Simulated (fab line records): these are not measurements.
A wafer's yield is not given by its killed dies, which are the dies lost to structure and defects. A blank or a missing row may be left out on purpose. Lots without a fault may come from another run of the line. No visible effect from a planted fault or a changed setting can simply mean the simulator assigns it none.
Lot-split experiment ; flow n5-finfet ; route with 1938 steps; 7 lots, 39 wafers read

== ABOUT THE SPLIT ==
At N5_FIN_CUT_CUT_ETCH_15 (etches Si in HBr/Cl2/O2, target depth 100 nm, bt time 10 s, time 42.4 s), the setting time-s was moved away from the recipe's 42.4 s on 9 of the 39 wafers read, by -13.2% to +19.4%. All remaining wafers had this setting at the recipe value.

The split's own step is where the reading is taken.

== THE READING ==
FIN_CUT.feature-depth-nm (the simulator's own value, which no gauge read), in nm, at N5_FIN_CUT_CUT_ETCH_15 (etches Si in HBr/Cl2/O2, target depth 100 nm, bt time 10 s, time 42.4 s). The file gives no usual value for it. Here, 30 wafers ran the recipe; their average is 100.1 nm with a standard deviation of 1.5 nm.

wafer;tool, chamber at the split;time-s as run, s;against the recipe;FIN_CUT.feature-depth-nm, nm;against lot-mates on the recipe
L075.1;rie-si-06, 0;50.61;+19.4%;115.8;+16.3
L075.2;rie-si-06, 2;42.4;recipe;101.2;-
L075.3;rie-si-06, 3;50.61;+19.4%;116;+16.5
L075.4;rie-si-06, 1;50.61;+19.4%;118.4;+18.9
L075.5;rie-si-06, 3;42.4;recipe;97.2;-
L075.6;rie-si-06, 2;42.4;recipe;100.2;-
L079.1;rie-si-04, 2;42.4;recipe;101.6;-
L079.2;rie-si-04, 3;42.4;recipe;99.2;-
L079.3;rie-si-04, 1;42.4;recipe;102.4;-
L079.4;rie-si-04, 0;42.4;recipe;98.4;-
L079.5;rie-si-04, 0;42.4;recipe;98;-
L079.6;rie-si-04, 3;42.4;recipe;99.6;-
L083.1;rie-si-06, 1;42.4;recipe;99.4;-
L083.3;rie-si-06, 3;42.4;recipe;97.6;-
L083.4;rie-si-06, 2;42.4;recipe;102.2;-
L088.1;rie-si-04, 3;36.79;-13.2%;85.8;-15.1
L088.2;rie-si-04, 2;42.4;recipe;101.6;-
L088.3;rie-si-04, 1;42.4;recipe;101.8;-
L088.4;rie-si-04, 0;42.4;recipe;99.4;-
L088.5;rie-si-04, 0;36.79;-13.2%;85.6;-15.3
L088.6;rie-si-04, 3;36.79;-13.2%;86.4;-14.5
L090.1;rie-si-06, 2;37.88;-10.7%;90.2;-9.5
L090.2;rie-si-06, 3;42.4;recipe;99;-
L090.3;rie-si-06, 1;42.4;recipe;100.2;-
L090.4;rie-si-06, 0;37.88;-10.7%;87.6;-12.1
L090.5;rie-si-06, 1;42.4;recipe;99.8;-
L090.6;rie-si-06, 0;37.88;-10.7%;87.6;-12.1
L092.1;rie-si-04, 3;42.4;recipe;100;-
L092.2;rie-si-04, 2;42.4;recipe;101.4;-
L092.3;rie-si-04, 0;42.4;recipe;99.2;-
L092.4;rie-si-04, 1;42.4;recipe;102;-
L092.5;rie-si-04, 0;42.4;recipe;98.8;-
L092.6;rie-si-04, 3;42.4;recipe;99.8;-
L093.1;rie-si-06, 1;42.4;recipe;99.8;-
L093.2;rie-si-06, 0;42.4;recipe;98.6;-
L093.3;rie-si-06, 2;42.4;recipe;102.2;-
L093.4;rie-si-06, 3;42.4;recipe;99.6;-
L093.5;rie-si-06, 1;42.4;recipe;100;-
L093.6;rie-si-06, 2;42.4;recipe;102.6;-

THE FIT
A straight line over all 39 wafers: FIN_CUT.feature-depth-nm changes by +0.952 nm for each +1% of time-s; r = +0.98; the points scatter about the line by 1.6 nm.
The same after taking each lot's own level away (the mean of its wafers on the recipe; 39 wafers): +0.978 nm for each +1%; r = +0.98; scatter 1.5 nm.
On that fit, the largest move of time-s shifts the reading by 19 nm.
The span of the lots' own levels, 99.53 to 100.93 nm, comes to 1.0 times the standard deviation stated above.
Hence the lot-to-lot level has little effect on the slope; both slopes agree.
Check: for one of the wafers moved furthest among these (+19.4%), held out of the fit, the line's prediction against its lot-mates is +19.3 nm. It came out at +16.3 nm against them.

== FURTHER SPLITS ON THESE WAFERS ==
Other splits were also applied to these wafers ahead of the reading. Each is held against what the fit with the lots' levels taken away leaves over:
other split on the same wafers;wafers away from the commonest value;r with FIN_CUT.feature-depth-nm (lot level and that fit taken away)
N5_FIN_CUT_CUT_ETCH_26 target-depth-a;15;+0.17

== THE WHOLE CHAIN: every reading that the file lists as answering this split, in the file's order ==
step;what it does;reading;change (the file's fit);r (the file's)
N5_FIN_CUT_CUT_ETCH_15;etches Si in HBr/Cl2/O2, target depth 100 nm, bt time 10 s, time 42.4 s;etch.depth-nm (the simulator's own value, which no gauge read);+0.98 nm for each +1% of the setting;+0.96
N5_FIN_CUT_CUT_ETCH_15;etches Si in HBr/Cl2/O2, target depth 100 nm, bt time 10 s, time 42.4 s;FIN_CUT.feature-depth-nm (the simulator's own value, which no gauge read);+0.981 nm for each +1% of the setting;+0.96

== FILE'S OWN FIT ==
FIN_CUT.feature-depth-nm changes by +0.981 nm for each +1% of time-s, r = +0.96.
